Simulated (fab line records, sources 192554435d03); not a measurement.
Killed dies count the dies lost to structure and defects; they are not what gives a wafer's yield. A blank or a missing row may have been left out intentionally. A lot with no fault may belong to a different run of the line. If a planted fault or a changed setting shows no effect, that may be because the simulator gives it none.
Code-filled problem report in 8D (eight disciplines) form + flow n5Finfet + the parts of the form that need people (team, actions taken, sign-off) are left out

1. THE ISSUE
Wafers without a fault read 5.20 s, standard deviation 0.12; etchRfOnTimeS at N5_BEOL_M5_ETCH_75 reads a mean of 8.27 s on 2 wafers belonging to 2 lots. That puts it +26 standard deviations away from the usual mean.
The step: etches underlayer in N2/H2, target depth 6.5 nm, time 5.2 s.
Earliest sighting: wafer L313.3 on rieDiel-05 at day 14 09:18. The record holds 17 wafers of 6 lots with a number at this step. By rule, "out" or "out of limits" means more than 4 standard deviations away from the usual mean. The other wafers with a number count as sound.

2. WHAT IT IS, WHAT IT ISN'T
| question                    | is                | is not                                                              |
|-----------------------------|-------------------|---------------------------------------------------------------------|
| which readings at this step | etchRfOnTimeS     | n2FlowSccm, rfVppV, showerheadPlenumPTorr, throttleValvePct         |
| which lots                  | L312, L313        | L295, L300, L302, L310                                              |
| which wafers of those lots  | L312.6, L313.3    | L312.2, L312.4, L313.2                                              |
| read on which tools         | rieDiel-05        | rieDiel-01, rieDiel-02                                              |
| when                        | from day 14 09:18 | up to then (13 sound wafers); but 2 sound wafers of L312 came after |

3. SUSPECTS, AND WHAT RULES EACH OUT
Counting: a tool at a process step up to the reading stays a suspect if it ran every lot that is out. Sound lots after the first of them don't rule it out here, since some wafers of a struck lot are sound.
- rieDiel-05 at N5_BEOL_M5_DESCUM_33 (chemistry O2, time 7 s): kept. It ran every lot that is out, first L313 (day 14 09:16); its last sound lot up to then is L295 (day 9 14:11).
- rieDiel-05 at N5_BEOL_M5_ETCH_75 (etches underlayer in N2/H2, target depth 6.5 nm, time 5.2 s): kept. It ran every lot that is out, first L313 (day 14 09:18); its last sound lot up to then is L295 (day 9 14:13). On those wafers its own readings are out: etchRfOnTimeS.
- Within rieDiel-05 at N5_BEOL_M5_DESCUM_33: the wafers that are out ran in chambers 1, 2; their sound lot-mates ran in chamber 3.
- Within rieDiel-05 at N5_BEOL_M5_ETCH_75: the wafers that are out ran in chambers 1, 2; their sound lot-mates ran in chamber 3.
What counting leaves: rieDiel-05 at N5_BEOL_M5_DESCUM_33 and rieDiel-05 at N5_BEOL_M5_ETCH_75.

4. THE CAUSE (what the simulator had put in)
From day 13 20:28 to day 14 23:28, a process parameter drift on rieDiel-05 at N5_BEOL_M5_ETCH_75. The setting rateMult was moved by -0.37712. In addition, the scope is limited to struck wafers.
After counting, 2 suspects remain, this tool included.

5. THE EFFECT CHAIN, in route order
Rows list readings where the struck wafers' mean (over those with a number) sits beyond 3 standard deviations from the usual. Only readings whose record carries a usual standard deviation are examined. hours: median over the lots of the time between each lot's start at the first step of this table that gives one and its start at this step. sigmas: the change, counted in usual standard deviations.
| hours | step               | reading       | usual  | on struck wafers | change | sigmas |
|-------|--------------------|---------------|--------|------------------|--------|--------|
| 0     | N5_BEOL_M5_ETCH_75 | etchRfOnTimeS | 5.20 s | 8.27             | +3.07  | +26    |
It contains these process steps:
- N5_BEOL_M5_ETCH_75: etches underlayer in N2/H2, target depth 6.5 nm, time 5.2 s.

6. WHAT WOULD HAVE CAUGHT IT SOONER
The fault began at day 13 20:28; the first out-of-limits reading in this record came at day 14 09:18, 13 hours later.
